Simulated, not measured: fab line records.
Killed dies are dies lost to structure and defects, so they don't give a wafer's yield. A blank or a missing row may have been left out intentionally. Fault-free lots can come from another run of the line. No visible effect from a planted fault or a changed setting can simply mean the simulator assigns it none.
fab line records + flow nand-harc
[record]
- lots = 13
- wafers = 39
- last-day = 33
route steps=1302 shown P_BONDPAD@377 A_ONON_D1@436 A_CHANNEL_HOLE_D1@451 END@1302
lots that met no fault: taken from a fault-free run of the same line
start-h: hours from the record's opening day to when the first of the lot's shown wafers began + wait-h: hours since the lot's step before + " unchanged from the row above + L1.1+2: one row covering several wafers at once + - either no value or no given start + * or withheld: withheld + < > ~ a bound
route shown NAME@n: names a module that has steps shown in the file, with the first one's number in the route + usual: mean and standard deviation over wafers with no fault + same: alike in all rows + chamber/n: place in a boat + sites: each site's reading + _std_site: standard deviation across them + _edge_site: outer sites' mean less inner sites' + radius-mm: how far each site lies from the wafer's centre + mask NAME#n: copy n + behind: the most recent tool/chamber to have shaped the wafer + hold: the reason the lot was held/the length of the hold in hours/how it ended + device: the transistor (n, p or np) that didn't switch + end of line: tests run on the same wafers once the route is complete + a step given without rows: its recipe and nothing more + killed: the dies lost at the first sort to structure and to defects; this is not the yield of the wafer + map: per-die view of a wafer (x killed, . not killed, _ where there is no die)
set.NAME: the run value of the setting; set.NAME@STEP: its run value at that earlier step + model.NAME: the simulator's own value behind a step, which no gauge read
a sample of lots followed through the steps of the route, with each step as a table and each wafer as a row
services: a tool's chamber out of use, with start hour (start-h, from the record's first day; less than 0 if before it), hours out, and reason
[[steps]]
[step NHARC_P_BONDPAD_PVD_27]
[recipe]
- target-thk-a = 300
- chamber-pressure-pa = 5
- power-w = 5000
- substrate-temp-c = 30
- time-s = 20.49
- material = Cu
[usual]
- throttle-valve-pct = 30.7/0.7
| lot.wafer | tool           | chamber | start-h | wait-h | throttle-valve-pct |
|-----------|----------------|---------|---------|--------|--------------------|
| L363.1    | pvd-sputter-02 | -       | -       | -      | 31.9               |
| L363.2    | "              | -       | "       | "      | 31.2               |
| L363.5    | "              | -       | "       | "      | 31.5               |
| L364.2    | pvd-sputter-03 | -       | -       | -      | 30.1               |
| L364.1    | "              | -       | "       | "      | 28.5               |
| L364.5    | "              | -       | "       | "      | 30.3               |
| L367.4    | pvd-sputter-01 | -       | -       | -      | 31.1               |
| L367.6    | "              | -       | "       | "      | 31.2               |
| L367.5    | "              | -       | "       | "      | 31.0               |
| L368.4    | pvd-sputter-02 | -       | -       | -      | 31.4               |
| L368.3    | "              | -       | "       | "      | 30.2               |
| L368.6    | "              | -       | "       | "      | 31.1               |
| L370.4    | pvd-sputter-02 | -       | -       | -      | 31.7               |
| L370.2    | "              | -       | "       | "      | 31.2               |
| L370.5    | "              | -       | "       | "      | 31.9               |
| L371.4    | pvd-sputter-01 | -       | -       | -      | 31.5               |
| L371.2    | "              | -       | "       | "      | 31.0               |
| L371.6    | "              | -       | "       | "      | 31.5               |
| L372.2    | pvd-sputter-02 | -       | -       | -      | 30.1               |
| L372.3    | "              | -       | "       | "      | 31.9               |
| L372.5    | "              | -       | "       | "      | 30.2               |
| L373.1    | pvd-sputter-01 | -       | -       | -      | 30.5               |
| L373.2    | "              | -       | "       | "      | 30.6               |
| L373.3    | "              | -       | "       | "      | 30.8               |
| L374.1    | pvd-sputter-03 | -       | -       | -      | 30.6               |
| L374.3    | "              | -       | "       | "      | 30.2               |
| L374.6    | "              | -       | "       | "      | 30.1               |
| L377.3    | pvd-sputter-01 | -       | -       | -      | 30.7               |
| L377.6    | "              | -       | "       | "      | 30.8               |
| L377.5    | "              | -       | "       | "      | 30.4               |
| L380.3    | pvd-sputter-01 | -       | -       | -      | 30.3               |
| L380.2    | "              | -       | "       | "      | 30.3               |
| L380.6    | "              | -       | "       | "      | 30.6               |
| L385.4    | pvd-sputter-02 | -       | -       | -      | 31.7               |
| L385.6    | "              | -       | "       | "      | 30.9               |
| L385.5    | "              | -       | "       | "      | 31.5               |
| L386.1    | pvd-sputter-03 | -       | -       | -      | 29.2               |
| L386.4    | "              | -       | "       | "      | 31.1               |
| L386.3    | "              | -       | "       | "      | 28.8               |
[step NHARC_P_BONDPAD_THK_MEAS_20]
[recipe]
- thk-meas-gauge = xrf
[usual]
- thk-nm = 160.5/1.9
| lot.wafer | tool          | chamber | start-h | wait-h | thk-nm |
|-----------|---------------|---------|---------|--------|--------|
| L363.1    | film-metro-01 | -       | 141.12  | -      | 158.6  |
| L363.2    | "             | -       | "       | "      | 160.2  |
| L363.5    | "             | -       | "       | "      | 159.6  |
| L364.1    | film-metro-01 | -       | 144.29  | -      | 161.9  |
| L364.2    | "             | -       | "       | "      | 165.5  |
| L364.5    | "             | -       | "       | "      | 159.9  |
| L367.4    | film-metro-02 | -       | 179.32  | -      | 160.7  |
| L367.5    | "             | -       | "       | "      | 160.7  |
| L367.6    | "             | -       | "       | "      | 160.4  |
| L368.3    | film-metro-01 | -       | 184.47  | -      | 159.6  |
| L368.4    | "             | -       | "       | "      | 161.2  |
| L368.6    | "             | -       | "       | "      | 162.4  |
| L370.2    | film-metro-02 | -       | 213.12  | -      | 160.0  |
| L370.4    | "             | -       | "       | "      | 160.4  |
| L370.5    | "             | -       | "       | "      | 160.6  |
| L371.2    | film-metro-02 | -       | 217.71  | -      | 161.3  |
| L371.4    | "             | -       | "       | "      | 159.7  |
| L371.6    | "             | -       | "       | "      | 159.3  |
| L372.2    | film-metro-02 | -       | 235.58  | -      | 161.5  |
| L372.3    | "             | -       | "       | "      | 159.5  |
| L372.5    | "             | -       | "       | "      | 160.6  |
| L373.1    | film-metro-01 | -       | 239.23  | -      | 158.7  |
| L373.2    | "             | -       | "       | "      | 159.4  |
| L373.3    | "             | -       | "       | "      | 160.7  |
| L374.1    | film-metro-02 | -       | 243.06  | -      | 159.5  |
| L374.3    | "             | -       | "       | "      | 156.9  |
| L374.6    | "             | -       | "       | "      | 161.7  |
| L377.3    | film-metro-01 | -       | 287.11  | -      | 159.2  |
| L377.5    | "             | -       | "       | "      | 159.5  |
| L377.6    | "             | -       | "       | "      | 160.1  |
| L380.2    | film-metro-02 | -       | 306.79  | -      | 159.5  |
| L380.3    | "             | -       | "       | "      | 164.7  |
| L380.6    | "             | -       | "       | "      | 162.9  |
| L385.4    | film-metro-02 | -       | 358.72  | -      | 160.3  |
| L385.5    | "             | -       | "       | "      | 161.3  |
| L385.6    | "             | -       | "       | "      | 159.1  |
| L386.1    | film-metro-02 | -       | 369.21  | -      | 159.2  |
| L386.3    | "             | -       | "       | "      | 162.7  |
| L386.4    | "             | -       | "       | "      | 163.7  |
[step NHARC_A_ONON_D1_DEP_16]
[recipe]
- target-thk-a = 10000
- n2-flow-sccm = 2750
- n2o-flow-sccm = 2000
- nh3-flow-sccm = 500
- sih4-flow-sccm = 210
- temp-c = 400
| lot.wafer  | tool          | chamber | start-h | wait-h |
|------------|---------------|---------|---------|--------|
| L363.1+2+5 | pecvd-onon-04 | 0       | 174.48  | 0.1    |
| L364.1+2+5 | pecvd-onon-04 | 0       | 179.74  | 0.1    |
| L367.4+5+6 | pecvd-onon-03 | 0       | 212.48  | 0.2    |
| L368.3+4+6 | pecvd-onon-01 | 0       | 219.14  | 0.2    |
| L370.2+4+5 | pecvd-onon-01 | 0       | 247.63  | 0.1    |
| L371.2+4+6 | pecvd-onon-03 | 0       | 252.74  | 0.1    |
| L372.2+3+5 | pecvd-onon-04 | 0       | 269.97  | 0.1    |
| L373.1+2+3 | pecvd-onon-03 | 0       | 269.99  | 0.2    |
| L374.1+3+6 | pecvd-onon-04 | 0       | 276.12  | 0.1    |
| L377.3+5+6 | pecvd-onon-01 | 0       | 317.60  | 0.2    |
| L380.2+3+6 | pecvd-onon-01 | 0       | 337.66  | 0.1    |
| L385.4+5+6 | pecvd-onon-01 | 0       | 394.97  | 0.2    |
| L386.1+3+4 | pecvd-onon-03 | 0       | 403.46  | 0.1    |
[step NHARC_A_ONON_D1_THK_MEAS_18]
[recipe]
- thk-meas-gauge = ellipsometry
[usual]
- thk-nm = 999/11
| lot.wafer | tool          | chamber | start-h | wait-h | thk-nm |
|-----------|---------------|---------|---------|--------|--------|
| L363.1    | film-metro-02 | -       | 174.99  | -      | 1009   |
| L363.2    | "             | -       | "       | "      | 1008   |
| L363.5    | "             | -       | "       | "      | 1008   |
| L364.1    | film-metro-01 | -       | 180.25  | -      | 1005   |
| L364.2    | "             | -       | "       | "      | 1005   |
| L364.5    | "             | -       | "       | "      | 1004   |
| L367.4    | film-metro-01 | -       | 212.82  | -      | 998    |
| L367.5    | "             | -       | "       | "      | 999    |
| L367.6    | "             | -       | "       | "      | 999    |
| L368.3    | film-metro-01 | -       | 219.53  | -      | 1003   |
| L368.4    | "             | -       | "       | "      | 1002   |
| L368.6    | "             | -       | "       | "      | 1004   |
| L370.2    | film-metro-01 | -       | 248.08  | -      | 1011   |
| L370.4    | "             | -       | "       | "      | 1013   |
| L370.5    | "             | -       | "       | "      | 1014   |
| L371.2    | film-metro-02 | -       | 253.19  | -      | 980    |
| L371.4    | "             | -       | "       | "      | 978    |
| L371.6    | "             | -       | "       | "      | 980    |
| L372.2    | film-metro-01 | -       | 270.42  | -      | 998    |
| L372.3    | "             | -       | "       | "      | 998    |
| L372.5    | "             | -       | "       | "      | 996    |
| L373.1    | film-metro-02 | -       | 270.50  | -      | 1014   |
| L373.2    | "             | -       | "       | "      | 1015   |
| L373.3    | "             | -       | "       | "      | 1014   |
| L374.1    | film-metro-02 | -       | 276.63  | -      | 972    |
| L374.3    | "             | -       | "       | "      | 972    |
| L374.6    | "             | -       | "       | "      | 972    |
| L377.3    | film-metro-01 | -       | 317.99  | -      | 667    |
| L377.5    | "             | -       | "       | "      | 990    |
| L377.6    | "             | -       | "       | "      | 991    |
| L380.2    | film-metro-01 | -       | 338.11  | -      | 677    |
| L380.3    | "             | -       | "       | "      | 678    |
| L380.6    | "             | -       | "       | "      | 1002   |
| L385.4    | film-metro-02 | -       | 395.31  | -      | 999    |
| L385.5    | "             | -       | "       | "      | 999    |
| L385.6    | "             | -       | "       | "      | 998    |
| L386.1    | film-metro-01 | -       | 403.97  | -      | 997    |
| L386.3    | "             | -       | "       | "      | 998    |
| L386.4    | "             | -       | "       | "      | 1000   |
[step NHARC_A_CHANNEL_HOLE_D1_DEP_01]
[recipe]
- target-thk-a = 1400
- target-thk-nm = 140
- temp-c = 400
- pressure-torr = 3.5
- flow-sccm = 200
- rf-w = 350
- material = SiON
[usual]
- heater-power-w = 801/52
| lot.wafer | tool     | chamber | start-h | wait-h | heater-power-w |
|-----------|----------|---------|---------|--------|----------------|
| L363.2    | pecvd-02 | 1       | 179.78  | 1.3    | 815            |
| L363.1    | "        | 2       | "       | "      | 776            |
| L363.5    | "        | 1       | "       | "      | 828            |
| L364.1    | pecvd-04 | 2       | 185.09  | 1.7    | 873            |
| L364.2    | "        | 0       | "       | "      | 751            |
| L364.5    | "        | 0       | "       | "      | 769            |
| L367.6    | pecvd-03 | 0       | 217.71  | 0.1    | 734            |
| L367.5    | "        | 1       | "       | "      | 761            |
| L367.4    | "        | 2       | "       | "      | 855            |
| L368.3    | pecvd-04 | 0       | 224.82  | 1.0    | 791            |
| L368.6    | "        | 1       | "       | "      | 887            |
| L368.4    | "        | 2       | "       | "      | 856            |
| L370.2    | pecvd-03 | 0       | 258.91  | 1.3    | 761            |
| L370.5    | "        | 1       | "       | "      | 795            |
| L370.4    | "        | 2       | "       | "      | 881            |
| L371.2    | pecvd-03 | 0       | 260.88  | 1.3    | 821            |
| L371.6    | "        | 0       | "       | "      | 829            |
| L371.4    | "        | 1       | "       | "      | 706            |
| L372.2    | pecvd-02 | 1       | 278.16  | 1.3    | 883            |
| L372.3    | "        | 2       | "       | "      | 784            |
| L372.5    | "        | 2       | "       | "      | 784            |
| L373.1    | pecvd-03 | 2       | 279.07  | 1.6    | 827            |
| L373.2    | "        | 0       | "       | "      | 791            |
| L373.3    | "        | 1       | "       | "      | 854            |
| L374.1    | pecvd-02 | 2       | 281.48  | 1.6    | 783            |
| L374.3    | "        | 0       | "       | "      | 707            |
| L374.6    | "        | 1       | "       | "      | 859            |
| L377.5    | pecvd-04 | 1       | 324.08  | 0.4    | 780            |
| L377.6    | "        | 2       | "       | "      | 795            |
| L380.6    | pecvd-03 | 0       | 343.03  | 0.1    | 788            |
| L385.4    | pecvd-04 | 0       | 400.24  | 0.8    | 775            |
| L385.5    | "        | 1       | "       | "      | 732            |
| L385.6    | "        | 2       | "       | "      | 836            |
| L386.3    | pecvd-03 | 2       | 409.14  | 1.3    | 816            |
| L386.1    | "        | 1       | "       | "      | 860            |
| L386.4    | "        | 1       | "       | "      | 836            |
[step NHARC_END_SORT_01]
[recipe]
- temp-c = 25
[usual]
- killed-at-array = 55/17
- killed-at-other = 0.9/1.2
- killed-at-periphery = 3.7/2.5
- killed-dies = 59/18
- killed-open = 3.4/1.9
- killed-short = 2.6/1.6
[same]
- gross-dies = 677
| lot.wafer | tool      | chamber | start-h | wait-h | killed-at-array | killed-at-other | killed-at-periphery | killed-dies | killed-open | killed-short |
|-----------|-----------|---------|---------|--------|-----------------|-----------------|---------------------|-------------|-------------|--------------|
| L377.3    | prober-01 | 0       | 706.52  | 3.1    | 675             | 0               | 2                   | 677         | 4           | 4            |
| L377.5    | prober-01 | 0       | 708.10  | 3.7    | 46              | 0               | 7                   | 53          | 0           | 3            |
| L377.6    | prober-01 | 0       | 708.90  | 4.0    | 53              | 0               | 3                   | 56          | 5           | 1            |
| L380.2    | prober-01 | 0       | 732.19  | 2.8    | 673             | 0               | 4                   | 677         | 3           | 3            |
| L380.3    | prober-01 | 0       | 732.99  | 3.1    | 674             | 0               | 3                   | 677         | 1           | 1            |
| L380.6    | prober-01 | 0       | 735.39  | 4.0    | 76              | 0               | 4                   | 80          | 6           | 2            |
// killed by level:class
L377.3 A_ONON_D1:area-dep=625 A_CHANNEL_HOLE_D1:chamber-film-flake=31 A_STAIRCASE:chamber-film-flake=5 A_SLIT:chamber-film-flake=3 A_SGD_CUT:geometric-particle:short=2 P_GATE:chamber-film-flake=2 A_ONON_D1:geometric-particle:short=1 A_ONON_D1:geometric-particle:open=1
L377.5 A_CHANNEL_HOLE_D1:chamber-film-flake=32 P_CONTACT:chamber-film-flake=5 A_CONTACT:chamber-film-flake=4 A_SLIT:chamber-film-flake=2 A_CHANNEL_FILL_D1:chamber-film-flake=2 A_STAIRCASE:chamber-film-flake=2 P_GATE:geometric-particle:short=1 A_DECK1_JOINT:geometric-particle:short=1
L377.6 A_CHANNEL_HOLE_D1:chamber-film-flake=34 A_CONTACT:chamber-film-flake=5 A_SGD_CUT:geometric-particle:open=3 P_CONTACT:chamber-film-flake=2 A_CHANNEL_HOLE_D2:chamber-film-flake=2 A_CHANNEL_FILL_D2:chamber-film-flake=2 A_SLIT:chamber-film-flake=2 A_ONON_D2:geometric-particle:open=1
L380.2 A_ONON_D1:area-dep=586 A_CHANNEL_HOLE_D1:chamber-film-flake=35 A_CHANNEL_HOLE_D2:chamber-film-flake=22 A_BLC:chamber-film-flake=9 A_SLIT:chamber-film-flake=5 A_CONTACT:chamber-film-flake=4 A_CHANNEL_FILL_D2:chamber-film-flake=3 A_STAIRCASE:chamber-film-flake=3
L380.3 A_ONON_D1:area-dep=609 A_CHANNEL_HOLE_D1:chamber-film-flake=36 A_CHANNEL_HOLE_D2:chamber-film-flake=18 A_BLC:chamber-film-flake=4 A_CONTACT:chamber-film-flake=3 P_M1:chamber-film-flake=2 A_CHANNEL_FILL_D1:geometric-particle:short=1 A_CHANNEL_FILL_D2:geometric-particle:open=1
L380.6 A_CHANNEL_HOLE_D1:chamber-film-flake=34 A_CHANNEL_HOLE_D2:chamber-film-flake=18 A_CONTACT:chamber-film-flake=9 A_SLIT:chamber-film-flake=3 A_STAIRCASE:chamber-film-flake=3 A_BLC:chamber-film-flake=3 A_DECK1_JOINT:geometric-particle:open=2 P_GATE:geometric-particle:open=1
[[services]]
| tool           | chamber | start-h | hours | kind   |
|----------------|---------|---------|-------|--------|
| pvd-sputter-03 | -       | 120.94  | 6.9   | repair |
| pecvd-onon-04  | -       | 130.41  | 13.0  | pm     |
| pvd-sputter-01 | -       | 130.77  | 4.3   | repair |
| pvd-sputter-01 | -       | 155.04  | 3.4   | repair |
| pecvd-02       | -       | 159.09  | 4.6   | repair |
| pvd-sputter-02 | -       | 163.89  | 1.7   | repair |
| pvd-sputter-03 | -       | 170.00  | 10.0  | pm     |
| pecvd-03       | -       | 171.81  | 2.4   | repair |
| pecvd-03       | -       | 182.29  | 1.9   | repair |
| pecvd-03       | -       | 185.00  | 13.0  | pm     |
| pvd-sputter-01 | -       | 195.03  | 0.6   | repair |
| pecvd-02       | -       | 200.95  | 1.0   | repair |
| pecvd-04       | 2       | 216.04  | 6.3   | repair |
| pvd-sputter-01 | -       | 226.00  | 10.0  | pm     |
| pecvd-onon-03  | -       | 227.04  | 13.0  | pm     |
| pecvd-onon-01  | -       | 269.00  | 13.0  | pm     |
| pecvd-04       | -       | 269.52  | 13.0  | pm     |
| pvd-sputter-02 | -       | 282.00  | 10.0  | pm     |
| pvd-sputter-02 | -       | 296.20  | 9.9   | repair |
| pecvd-onon-04  | -       | 311.41  | 13.0  | pm     |
| pvd-sputter-01 | -       | 357.53  | 2.8   | repair |
| pecvd-03       | -       | 366.00  | 13.0  | pm     |
| pvd-sputter-01 | -       | 404.00  | 10.0  | pm     |
| pecvd-onon-03  | -       | 408.04  | 13.0  | pm     |
[[key]]
[first-sign]
- step = NHARC_A_ONON_D1_THK_MEAS_18
- reading = thk-nm
- direction = down
- sigmas = 30
- usual = 999
- struck = 674
[effect]
- step = NHARC_END_SORT_01
- reading = killed-at-array
- direction = up
- sigmas = 36
- usual = 55
- struck = 674
[more-kills-born-at]
- NHARC_A_ONON_D1_DEP_16@pecvd-onon-01 = 1820
met-at NHARC_A_ONON_D1_DEP_16
struck-lots L377,L380
struck-wafers L377.3,L380.2,L380.3
later-rows-left-out L377.3,L380.2,L380.3
tester-left-out L377,L380
not-acting-at NHARC_P_BONDPAD_PVD_27,NHARC_P_BONDPAD_THK_MEAS_20,NHARC_A_CHANNEL_HOLE_D1_DEP_01
onset-between 247.63 317.60
[fault]
- kind = process-parameter-drift
- tool = pecvd-onon-01
- chamber = -
- onset-h = 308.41
- steps = NHARC_A_ONON_D1_DEP_16
- channel = target-thk-a
- offset = *
- shape = step
- end-h = 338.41
- scope = struck-wafers-only
- acts-in = *
- stated = *
// tester-left-out: of these lots the tester's yield and bins aren't shown, on N5 and GAA mostly nor the transistor test; their killed dies are dies lost to structure and defects alone, not to doping, threshold or leakage, so they don't give the yield
// later-rows-left-out: the simulator's readings of these wafers behind a module that went badly wrong aren't trusted and aren't shown, but for the sort
